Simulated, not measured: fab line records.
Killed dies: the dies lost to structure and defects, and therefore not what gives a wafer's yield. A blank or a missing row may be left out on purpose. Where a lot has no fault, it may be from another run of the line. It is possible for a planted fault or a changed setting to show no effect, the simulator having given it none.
Lot-split experiment ; flow n5Finfet ; 7 lots, 21 wafers read, on a route of 1938 steps

SPLIT DETAILS
At N5_BEOL_M13_SPUTTER_44 (material Ta, target thk 10 nm, time 16.13 s), the setting powerW was moved away from the recipe's 15000 W on 5 of the 21 wafers read, by -6.8% to +9.9%. For the rest of the wafers, this setting stayed at what the recipe calls for.

The reading comes from the split's own step.

THE READING
Ta_of_BEOL_M13_SPUTTER_44.thkNm (the simulator's own value, which no gauge read), in nm, at N5_BEOL_M13_SPUTTER_44 (material Ta, target thk 10 nm, time 16.13 s). The file does not state a usual value for it. Average 10.0 nm, standard deviation 0.16 nm, over the 16 wafers here run with the recipe.

wafer;tool, chamber at the split;powerW as run, W;against the recipe;Ta_of_BEOL_M13_SPUTTER_44.thkNm, nm;against lot-mates on the recipe
L077.1;pvdSputter-02, -;15000;recipe;9.8;-
L077.2;pvdSputter-02, -;15000;recipe;9.8;-
L077.4;pvdSputter-02, -;15000;recipe;9.8;-
L082.1;pvdSputter-03, -;15000;recipe;10.2;-
L082.4;pvdSputter-03, -;15000;recipe;10.2;-
L082.5;pvdSputter-03, -;15000;recipe;10.2;-
L086.2;pvdSputter-02, -;15000;recipe;9.8;-
L086.5;pvdSputter-02, -;15000;recipe;10;-
L086.6;pvdSputter-02, -;15000;recipe;10;-
L085.1;pvdSputter-02, -;13980;-6.8%;9.4;-0.6
L085.3;pvdSputter-02, -;15000;recipe;10;-
L085.4;pvdSputter-02, -;15000;recipe;10;-
L089.1;pvdSputter-03, -;15000;recipe;10.2;-
L089.3;pvdSputter-03, -;15000;recipe;10.2;-
L089.4;pvdSputter-03, -;15000;recipe;10.2;-
L092.2;pvdSputter-03, -;16490;+9.9%;11;+1.0
L092.4;pvdSputter-03, -;16490;+9.9%;11;+1.0
L092.6;pvdSputter-03, -;15000;recipe;10;-
L094.3;pvdSputter-03, -;16080;+7.2%;10.8;+0.8
L094.6;pvdSputter-03, -;16080;+7.2%;10.8;+0.8
L094.5;pvdSputter-03, -;15000;recipe;10;-

THE FIT
A straight line over all 21 wafers: Ta_of_BEOL_M13_SPUTTER_44.thkNm changes by +0.0996 nm for each +1% of powerW; r = +0.94; the points scatter about the line by 0.14 nm.
The same after taking each lot's own level away (the mean of its wafers on the recipe; 21 wafers): +0.101 nm for each +1%; r = +0.99; scatter 0.047 nm.
The reading moves by 1 nm for the largest change in powerW, on that fit.
Measured against the standard deviation above, the lots' own levels, which go from 9.80 to 10.20 nm, span 2.6 times it.
The two slopes are in agreement: the lot-to-lot level therefore moves the slope only a little.
Check: +1.02 nm against its lot-mates is what the line predicts for one of the wafers moved furthest among these (+9.9%) when that wafer is left out of the fit. It came out at +1 nm against them.

FURTHER SPLITS ON THESE WAFERS
These wafers also went through other splits before the reading. Each is held against what the fit with the lots' levels taken away leaves over:
other split on the same wafers;wafers away from the commonest value;r with Ta_of_BEOL_M13_SPUTTER_44.thkNm (lot level and that fit taken away)
N5_BEOL_M8_DESCUM_33 timeS;6;-0.11
N5_BEOL_M10_ETCH_41 sourceW;4;+0.12
N5_BEOL_M11_COAT_63 spinRpm;5;+0.27
N5_BEOL_M11_COAT_64 spinRpm;3;-0.11
N5_BEOL_M12_PEB_08 pebTimeS;5;+0.26

THE FILE'S OWN FIT
Ta_of_BEOL_M13_SPUTTER_44.thkNm changes by +0.1 nm for each +1% of powerW, r = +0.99.
